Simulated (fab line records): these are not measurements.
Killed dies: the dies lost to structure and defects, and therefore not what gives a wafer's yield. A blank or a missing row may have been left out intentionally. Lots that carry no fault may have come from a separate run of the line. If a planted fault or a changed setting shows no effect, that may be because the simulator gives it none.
Matching of chambers / flow n5_finfet / 3 sister chambers for N5_BEOL_M5_CURE_79 on uv_cure-03
The step cures SiCOH lowk, time 240 s. 22 wafers are shown with their chamber, then 11 later ones without.

== WAFERS PAIRED WITH THEIR CHAMBERS ==
wafer=L077.1; chamber=1; wafer_temp_C_max=387.8; lamp_power_pct (%)=52.35
wafer=L077.4; chamber=1; wafer_temp_C_max=387.4; lamp_power_pct (%)=52.30
wafer=L077.6; chamber=1; wafer_temp_C_max=387.3; lamp_power_pct (%)=52.31
wafer=L078.1; chamber=2; wafer_temp_C_max=387.0; lamp_power_pct (%)=52.36
wafer=L078.3; chamber=2; wafer_temp_C_max=388.1; lamp_power_pct (%)=52.33
wafer=L078.6; chamber=2; wafer_temp_C_max=386.8; lamp_power_pct (%)=52.25
wafer=L080.1; chamber=1; wafer_temp_C_max=387.0; lamp_power_pct (%)=52.25
wafer=L080.2; chamber=1; wafer_temp_C_max=387.0; lamp_power_pct (%)=52.35
wafer=L080.4; chamber=1; wafer_temp_C_max=387.5; lamp_power_pct (%)=52.37
wafer=L081.1; chamber=0; wafer_temp_C_max=387.0; lamp_power_pct (%)=52.28
wafer=L081.2; chamber=0; wafer_temp_C_max=387.5; lamp_power_pct (%)=52.31
wafer=L081.3; chamber=0; wafer_temp_C_max=388.1; lamp_power_pct (%)=52.29
wafer=L083.1; chamber=0; wafer_temp_C_max=387.3; lamp_power_pct (%)=52.28
wafer=L083.2; chamber=0; wafer_temp_C_max=387.7; lamp_power_pct (%)=52.32
wafer=L083.4; chamber=0; wafer_temp_C_max=388.4; lamp_power_pct (%)=52.33
wafer=L089.1; chamber=1; wafer_temp_C_max=387.2; lamp_power_pct (%)=52.35
wafer=L089.5; chamber=1; wafer_temp_C_max=386.9; lamp_power_pct (%)=52.33
wafer=L089.6; chamber=1; wafer_temp_C_max=387.8; lamp_power_pct (%)=52.37
wafer=L091.2; chamber=1; wafer_temp_C_max=387.5; lamp_power_pct (%)=52.28
wafer=L091.3; chamber=1; wafer_temp_C_max=386.7; lamp_power_pct (%)=52.26
wafer=L091.4; chamber=1; wafer_temp_C_max=387.8; lamp_power_pct (%)=52.24
wafer=L092.1; chamber=2; wafer_temp_C_max=387.0; lamp_power_pct (%)=52.34

SIGNATURES (means of the wafers above)
reading=wafer_temp_C_max; chamber 0=387.667; chamber 1=387.325; chamber 2=387.225; scatter within a chamber=0.454
reading=lamp_power_pct; chamber 0=52.3017; chamber 1=52.3133; chamber 2=52.3200; scatter within a chamber=0.042
Rule: a wafer's distance from a chamber is the root of the sum, over the readings, of the square of ((its reading less the chamber's mean) divided by the reading's scatter). The wafer belongs to the nearest chamber; if the next one is less than 2 further off, it can't be placed. How the scatter is found: for the shown wafers, subtract from each reading the mean of its chamber, square and add these, divide the total by (wafers less chambers), then take the root.

== WAFERS WHOSE CHAMBER IS MISSING ==
wafer=L092.2; wafer_temp_C_max=387.6; lamp_power_pct (%)=52.39
wafer=L092.5; wafer_temp_C_max=387.1; lamp_power_pct (%)=52.40
wafer=L094.2; wafer_temp_C_max=387.7; lamp_power_pct (%)=52.30
wafer=L094.5; wafer_temp_C_max=386.9; lamp_power_pct (%)=52.30
wafer=L094.6; wafer_temp_C_max=386.3; lamp_power_pct (%)=52.33
wafer=L093.2; wafer_temp_C_max=387.9; lamp_power_pct (%)=52.27
wafer=L093.4; wafer_temp_C_max=387.5; lamp_power_pct (%)=52.26
wafer=L093.6; wafer_temp_C_max=388.2; lamp_power_pct (%)=52.24
wafer=L095.1; wafer_temp_C_max=387.2; lamp_power_pct (%)=52.38
wafer=L095.3; wafer_temp_C_max=387.6; lamp_power_pct (%)=52.27
wafer=L095.4; wafer_temp_C_max=388.4; lamp_power_pct (%)=52.33

== EACH ONE'S CHAMBER ==
wafer=L092.2; from the rows above=can't be placed: 2 or 1 or 0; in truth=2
wafer=L092.5; from the rows above=can't be placed: 2 or 1 or 0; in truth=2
wafer=L094.2; from the rows above=can't be placed: 0 or 1 or 2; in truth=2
wafer=L094.5; from the rows above=can't be placed: 2 or 1 or 0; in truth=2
wafer=L094.6; from the rows above=can't be placed: 2 or 1 or 0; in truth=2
wafer=L093.2; from the rows above=can't be placed: 0 or 1 or 2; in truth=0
wafer=L093.4; from the rows above=can't be placed: 0 or 1 or 2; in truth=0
wafer=L093.6; from the rows above=can't be placed: 0 or 1 or 2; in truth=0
wafer=L095.1; from the rows above=can't be placed: 2 or 1 or 0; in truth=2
wafer=L095.3; from the rows above=can't be placed: 0 or 1 or 2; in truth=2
wafer=L095.4; from the rows above=can't be placed: 0 or 1 or 2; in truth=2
Correctly placed: 0 of 11. Cannot be placed on the basis of these rows: 11; the candidates contain the true chamber in 11. Wrongly placed: 0.
